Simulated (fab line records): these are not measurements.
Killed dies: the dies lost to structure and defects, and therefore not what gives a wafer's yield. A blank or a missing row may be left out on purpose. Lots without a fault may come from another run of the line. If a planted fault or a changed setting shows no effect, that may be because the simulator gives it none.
A lot that was struck, set against a sound lot / flow n5 finfet / 15 steps out of a route of 1938
Sound: wafers L226.3, L226.4, L226.5. The struck wafers were L230.2, L230.4, L230.6. Last of all comes the cause.
At each step with rows: each side's tool, then ch and its chambers, then its first start. Under that, the readings that differ: sound wafers / struck wafers / difference of the means / sigmas: that difference in standard deviations of wafers without a fault.
alike: a reading whose means differ by less than 2 such deviations, as well as words and numbers matching on both sides. not compared: withheld readings; readings where some wafer has no value; bounds like >300 that might hide an equal value; numbers whose values overlap and for which the record gives no deviation.
A row with sigmas, a row that says differs or no value, or rows on one side alone: a step with any of these is where the two part. Numbers that don't overlap but have no deviation are shown without sigmas and don't part them. A reading that every wafer of one side lacks parts them only if that side has two wafers or more.

first, 1 step without rows for these wafers: N5_BEOL_M14_STRIP_69 (strips in N2/H2).
N5_BEOL_M14_TRENCH_ETCH_34: etches SiO2 in C4F8/O2/Ar, target depth 556.65 nm, time 126.9 s.
  sound on rie diel-01 ch 0,1,2, day 12 14:00; struck on rie diel-03 ch 0,2,3, day 13 23:23
  alike: drypump motor current A, oes_f_703_au, oes product au, rf vpp V, showerhead plenum p Torr, throttle valve pct
  not compared: rf hours counter h
then, 1 step without rows for these wafers: N5_BEOL_M14_STRIP_70 (strips in C4F8/O2/Ar).
N5_BEOL_M14_OCD_MEAS_35:
  sound: ocd-02 at day 12 14:10; struck: ocd-02 at day 13 23:32
  alike: trench depth nm
N5_BEOL_M14_STRIP_37: strips in O2.
  sound on rie diel-01 ch 0,1,2, day 12 18:04; struck on rie diel-03 ch 0,2,3, day 14 00:29
  alike: drypump motor current A, oes product au, rf vpp V, showerhead plenum p Torr, throttle valve pct
  not compared: rf hours counter h
then, 3 steps without rows for these wafers: N5_BEOL_M14_ETCH_38 (etches SiCN in CF4/N2, target depth 106.5 nm, time 120.6 s); N5_BEOL_M14_PRECLEAN_39 (cleans in residue remover, time 60 s); N5_BEOL_M14_SRD_40 (time 30 s, dry time 30 s).
N5_BEOL_M14_DEGAS_41: time 60 s.
  sound: pvd sputter-02 at day 12 18:48; struck: pvd sputter-03 at day 14 01:11
  alike: heater power w
then, 1 step without rows for these wafers: N5_BEOL_M14_PRE_CLEAN_42 (time 30 s).
N5_BEOL_M14_SPUTTER_43: material TaN, target thk 15 nm, time 24.19 s.
  sound: pvd sputter-02 at day 12 18:53; struck: pvd sputter-03 at day 14 01:16
  alike: bias v, cathode dc power W, throttle valve pct
N5_BEOL_M14_SPUTTER_44: material Ta, target thk 15 nm, time 24.19 s.
  sound: pvd sputter-02 at day 12 18:58; struck: pvd sputter-03 at day 14 01:21
  alike: bias v, cathode dc power W, throttle valve pct
N5_BEOL_M14_SPUTTER_45: material Cu, target thk 100 nm, time 16.67 s.
  sound: pvd sputter-02 at day 12 19:02; struck: pvd sputter-03 at day 14 01:26
reading=cathode dc power W (W); sound=26009 25998 25997; struck=21175 21164 21168; difference=-4832; sigmas=-99 or more
  alike: bias v, throttle valve pct
then, 1 step without rows for these wafers: N5_BEOL_M14_ECD_47 (material Cu, target thk 1248 nm).
N5_PASSIVATION_PROBE_49:
  record: rows for the struck wafers here (prober-01, day 15 01:53), none for the sound ones

WHERE THEY PART
Earliest at N5_BEOL_M14_SPUTTER_45; latest, in this record, at N5_PASSIVATION_PROBE_49.

WHY: what had been put in by the simulator
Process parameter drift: pvd sputter-03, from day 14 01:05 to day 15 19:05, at N5_BEOL_M14_SPUTTER_45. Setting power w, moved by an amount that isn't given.
